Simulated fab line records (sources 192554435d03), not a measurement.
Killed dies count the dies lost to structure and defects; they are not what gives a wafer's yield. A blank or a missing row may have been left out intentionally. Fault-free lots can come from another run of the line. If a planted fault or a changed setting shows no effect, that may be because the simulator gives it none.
Matching of chambers || flow n5 finfet || N5_BEOL_M9_PECVD_70 on pecvd-04 has 3 sister chambers
The step deposits SiO2 from TEOS/O2, target thk 20 nm, time 22.7 s. 3 wafers are shown with their chamber, then 8 later ones without.

## WAFERS WITH THEIR CHAMBER
{"wafer": "L082.3", "chamber": 2, "throttle valve pct (%)": 22.6}
{"wafer": "L083.5", "chamber": 1, "throttle valve pct (%)": 22.5}
{"wafer": "L088.4", "chamber": 0, "throttle valve pct (%)": 21.0}

## WAFERS WHOSE CHAMBER IS MISSING
{"wafer": "L088.5", "throttle valve pct (%)": 22.3}
{"wafer": "L088.6", "throttle valve pct (%)": 22.0}
{"wafer": "L089.1", "throttle valve pct (%)": 22.6}
{"wafer": "L089.3", "throttle valve pct (%)": 20.9}
{"wafer": "L089.5", "throttle valve pct (%)": 21.9}
{"wafer": "L095.2", "throttle valve pct (%)": 22.6}
{"wafer": "L095.5", "throttle valve pct (%)": 22.5}
{"wafer": "L095.6", "throttle valve pct (%)": 22.4}

## EACH ONE'S CHAMBER
{"wafer": "L088.5", "from the rows above": "can't be placed: 1 or 2", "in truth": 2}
{"wafer": "L088.6", "from the rows above": "can't be placed: 1 or 2 or 0", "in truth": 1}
{"wafer": "L089.1", "from the rows above": "can't be placed: 2 or 1", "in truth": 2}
{"wafer": "L089.3", "from the rows above": 0, "in truth": 0}
{"wafer": "L089.5", "from the rows above": "can't be placed: 1 or 2 or 0", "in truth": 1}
{"wafer": "L095.2", "from the rows above": "can't be placed: 2 or 1", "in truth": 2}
{"wafer": "L095.5", "from the rows above": "can't be placed: 1 or 2", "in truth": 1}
{"wafer": "L095.6", "from the rows above": "can't be placed: 1 or 2", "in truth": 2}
Correct placement for 1 of the 8. Not placeable from these rows: 7 (in 7, the candidates include the true chamber). Wrongly placed: 0.
How it was worked out, from the rows above alone: a wafer's distance from a chamber is the root of the sum, over the readings, of the square of ((its reading less the chamber's mean) divided by the reading's scatter). If the next closest chamber is less than 2 further off than the closest, the wafer can't be placed; otherwise it belongs to the closest. A chamber's mean is the mean of its shown wafers. The scatter: root of mean squared gap, hidden wafer to nearest shown wafer, with one shown wafer a chamber.
